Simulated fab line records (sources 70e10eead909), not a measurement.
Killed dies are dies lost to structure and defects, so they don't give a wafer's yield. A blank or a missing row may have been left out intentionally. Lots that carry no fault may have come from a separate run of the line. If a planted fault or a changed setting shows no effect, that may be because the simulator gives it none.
A lot that was struck, set against a sound lot | flow nand-harc | 14 out of 1302 route steps
Sound: the wafers L730.2, L730.5, L730.6. The struck wafers were L750.1, L750.3, L750.6. The cause comes at the end.
Per side, at each step with rows, come the tool, then ch with its chambers, and then its first start. Under that, the readings that differ: sound wafers | struck wafers | difference of the means | sigmas: that difference in standard deviations of wafers without a fault.
alike: readings whose means differ by less than 2 such deviations, and words and numbers that are the same on both sides. not compared: withheld readings, readings that some wafer has no value for, bounds like >300 that may hide the same value, and numbers for which the record gives no deviation and whose values overlap.
A row with sigmas, a row that says differs or no value, or rows on one side alone: a step with any of these is where the two part. When numbers do not overlap yet have no deviation, they are printed without sigmas and do not part them. Lack of a reading on every wafer of one side parts them only where that side has two or more wafers.

NHARC_A_DECK1_JOINT_CMP_02: polishes SiOx.
  sound on cmp-02 ch 0,2,3, day 12 21:31; struck on cmp-04 ch 0,1,3, day 21 19:51
  alike: motor-current-A
following that, these wafers have no rows for 1 step: NHARC_A_DECK1_JOINT_SRD_15.
NHARC_A_DECK1_JOINT_DEP_16: deposits SiO2, target thk 45 nm.
  sound on pecvd-04 ch 1,2, day 12 21:53; struck on pecvd-03 ch 0,1, day 21 20:15
  reading            | sound       | struck      | difference | sigmas
  heater-power-w (W) | 516 464 503 | 819 424 811 | +190       | +2
  alike: susceptor-temp-C, throttle-valve-pct
  not compared: since-wet-clean-h
NHARC_A_DECK1_JOINT_THK_MEAS_17: measures by ellipsometry.
  sound on film-metro-02, day 12 22:06; struck on film-metro-01, day 21 20:32
  alike: thk-nm
NHARC_A_DECK1_JOINT_INSPECT_05:
  sound on defect-inspect-01, day 12 22:08; struck on defect-inspect-01, day 21 20:34
  alike: raw-defect-count
next comes 1 step that has no rows for these wafers: NHARC_A_ONON_D2_DEP_00 (target thickness 1000 nm).
NHARC_A_ONON_D2_THK_MEAS_02: measures by ellipsometry.
  sound on film-metro-01, day 12 22:43; struck on film-metro-02, day 21 21:08
  reading     | sound          | struck      | difference | sigmas
  thk-nm (nm) | 1008 1007 1009 | 977 976 979 | -31        | -3
next comes 1 step that has no rows for these wafers: NHARC_A_ONON_D2_DEP_03 (target thickness 1000 nm).
NHARC_A_ONON_D2_THK_MEAS_05: measures by ellipsometry.
  sound on film-metro-01, day 12 23:17; struck on film-metro-02, day 21 21:43
  alike: thk-nm
next comes 1 step that has no rows for these wafers: NHARC_A_ONON_D2_DEP_06 (target thickness 1000 nm).
NHARC_A_ONON_D2_THK_MEAS_08: measures by ellipsometry.
  sound on film-metro-01, day 12 23:51; struck on film-metro-02, day 21 22:17
  reading     | sound       | struck      | difference | sigmas
  thk-nm (nm) | 976 975 975 | 994 995 996 | +20        | +2
NHARC_A_ONON_D2_DEP_09: target thk 1000 nm.
  sound on pecvd-onon-01 ch 0, day 12 23:58; struck on pecvd-onon-03 ch 0, day 21 22:20
  alike: n2-flow-sccm, nh3-flow-sccm, susceptor-temp-C
NHARC_A_ONON_D2_THK_MEAS_11: measures by ellipsometry.
  sound on film-metro-02, day 13 00:25; struck on film-metro-02, day 21 23:01
  reading     | sound          | struck         | difference | sigmas
  thk-nm (nm) | 1002 1000 1000 | 1420 1420 1418 | +419       | +38
  not compared: hold
-- the record jumps here: 11 days lie between the struck wafers' starts before and after (it left off in module A_ONON_D2 and takes up again in module END, whose first step shown is number 1302 of the route) --
NHARC_END_SORT_01:
  here the record holds rows for the struck wafers (prober-02 ch 0, day 33 04:28) but none for the sound ones

== WHERE THEY PART ==
First at NHARC_A_DECK1_JOINT_DEP_16; last, within this record, at NHARC_END_SORT_01.

WHY: what the simulator had put in
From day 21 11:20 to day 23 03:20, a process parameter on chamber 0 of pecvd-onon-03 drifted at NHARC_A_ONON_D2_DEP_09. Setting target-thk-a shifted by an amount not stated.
